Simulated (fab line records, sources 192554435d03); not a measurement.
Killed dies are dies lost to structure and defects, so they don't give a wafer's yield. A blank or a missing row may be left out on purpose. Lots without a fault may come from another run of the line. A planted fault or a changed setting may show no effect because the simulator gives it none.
Chamber matching | flow n5_finfet | N5_BEOL_M5_ETCH_72 on rie_diel-06: 4 sister chambers
The step etches underlayer in N2/H2, target depth 6.5 nm, time 5.2 s. 8 wafers are shown with their chamber, then 12 later ones without.

WAFERS WITH THEIR CHAMBER
wafer  | chamber | drypump_motor_current_A (A) | etch_rf_on_time_s (s)
L084.5 | 3       | 5.9                         | 5.43
L089.5 | 1       | 6.3                         | 5.22
L092.2 | 0       | 5.8                         | 5.24
L092.4 | 2       | 5.5                         | 4.96
L092.5 | 2       | 5.4                         | 4.90
L093.3 | 3       | 5.9                         | 5.39
L093.5 | 1       | 6.4                         | 5.25
L093.6 | 0       | 5.8                         | 5.14

WAFERS WITHOUT THEIR CHAMBER
wafer  | drypump_motor_current_A (A) | etch_rf_on_time_s (s)
L094.2 | 5.9                         | 5.41
L094.3 | 6.3                         | 5.32
L094.5 | 5.4                         | 4.94
L095.1 | 6.0                         | 5.45
L095.4 | 6.4                         | 5.30
L095.6 | 5.5                         | 4.91
L096.1 | 5.4                         | 4.89
L096.2 | 6.3                         | 5.33
L096.3 | 5.9                         | 5.45
L096.4 | 5.8                         | 5.21
L096.5 | 5.8                         | 5.23
L096.6 | 5.9                         | 5.49

WHICH CHAMBER EACH WENT THROUGH
wafer  | from the rows above | in truth
L094.2 | 3                   | 3
L094.3 | 1                   | 1
L094.5 | 2                   | 2
L095.1 | 3                   | 3
L095.4 | 1                   | 1
L095.6 | 2                   | 2
L096.1 | 2                   | 2
L096.2 | 1                   | 1
L096.3 | 3                   | 3
L096.4 | 0                   | 0
L096.5 | 0                   | 0
L096.6 | 3                   | 3
Placed correctly: 12 of 12. Can't be placed from these rows: 0. Placed wrongly: 0.
How it was worked out, from the rows above alone: a wafer's distance from a chamber is the root of the sum, over the readings, of the square of ((its reading less the chamber's mean) divided by the reading's scatter). The wafer belongs to the nearest chamber; if the next one is less than 2 further off, it can't be placed. A chamber's mean is the mean of its shown wafers. The scatter: the root of (the sum of the squares of (reading less its chamber's mean) over the shown wafers, divided by (wafers less chambers)).
